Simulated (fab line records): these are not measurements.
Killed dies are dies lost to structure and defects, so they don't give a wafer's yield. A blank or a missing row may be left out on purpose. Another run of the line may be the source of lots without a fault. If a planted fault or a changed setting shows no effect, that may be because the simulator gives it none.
Chamber matching    flow n5-finfet    rie-diel-06 running N5_MOL_CONTACT_COAG_STRIP_72: 4 sister chambers
The step strips in N2/H2. 18 wafers are shown with their chamber, then 9 later ones without.

== WAFERS WITH THEIR CHAMBER ==
wafer   chamber  showerhead-plenum-p-Torr (Torr)  throttle-valve-pct (%)  drypump-motor-current-A (A)
L470.3  3        2.49                             23.32                   6.3
L470.4  0        2.69                             23.52                   5.6
L470.6  1        2.40                             24.09                   6.3
L475.1  2        2.53                             23.93                   5.9
L475.5  2        2.53                             23.99                   5.9
L475.6  3        2.49                             23.42                   6.3
L477.2  2        2.53                             23.96                   5.9
L477.3  0        2.68                             23.49                   5.6
L477.4  1        2.39                             24.09                   6.4
L478.4  3        2.48                             23.38                   6.3
L478.5  1        2.39                             24.09                   6.3
L478.6  0        2.68                             23.54                   5.6
L479.2  2        2.53                             23.99                   6.0
L479.5  2        2.53                             23.97                   5.9
L479.6  3        2.48                             23.38                   6.4
L480.3  3        2.48                             23.38                   6.3
L480.5  2        2.53                             23.98                   5.9
L480.6  0        2.68                             23.53                   5.6

SIGNATURES (averages over the wafers above)
reading                   chamber 0  chamber 1  chamber 2  chamber 3  scatter within a chamber
showerhead-plenum-p-Torr  2.6825     2.3933     2.5300     2.4840     0.00432
throttle-valve-pct        23.5200    24.0900    23.9700    23.3760    0.0255
drypump-motor-current-A   5.600      6.333      5.917      6.320      0.0405
Rule: distance of a wafer from a chamber = root of the sum over the readings of ((wafer's reading minus chamber's mean) / reading's scatter) squared. The wafer belongs to the nearest chamber; if the next one is less than 2 further off, it can't be placed. The scatter: take each reading less its chamber's mean, square it, sum over the shown wafers, divide by the number of wafers less the number of chambers, and take the root.

== WAFERS WITH NO CHAMBER GIVEN ==
wafer   showerhead-plenum-p-Torr (Torr)  throttle-valve-pct (%)  drypump-motor-current-A (A)
L481.2  2.71                             23.84                   6.3
L481.3  2.52                             23.99                   5.9
L481.6  2.68                             23.51                   5.6
L482.4  2.52                             23.99                   5.9
L482.5  2.52                             23.99                   5.9
L482.6  2.71                             23.85                   6.3
L493.1  2.67                             23.57                   5.6
L493.2  2.51                             24.00                   5.9
L493.5  2.51                             24.00                   5.9

== WHICH CHAMBER EACH WENT THROUGH ==
wafer    from the rows above   in truth
L481.2   0                     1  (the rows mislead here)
L481.3   2                     2
L481.6   0                     0
L482.4   2                     2
L482.5   2                     2
L482.6   0                     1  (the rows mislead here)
L493.1   0                     0
L493.2   2                     2
L493.5   2                     2
Correct placement for 7 of the 9. Can't be placed from these rows: 0. Wrongly placed: 2.
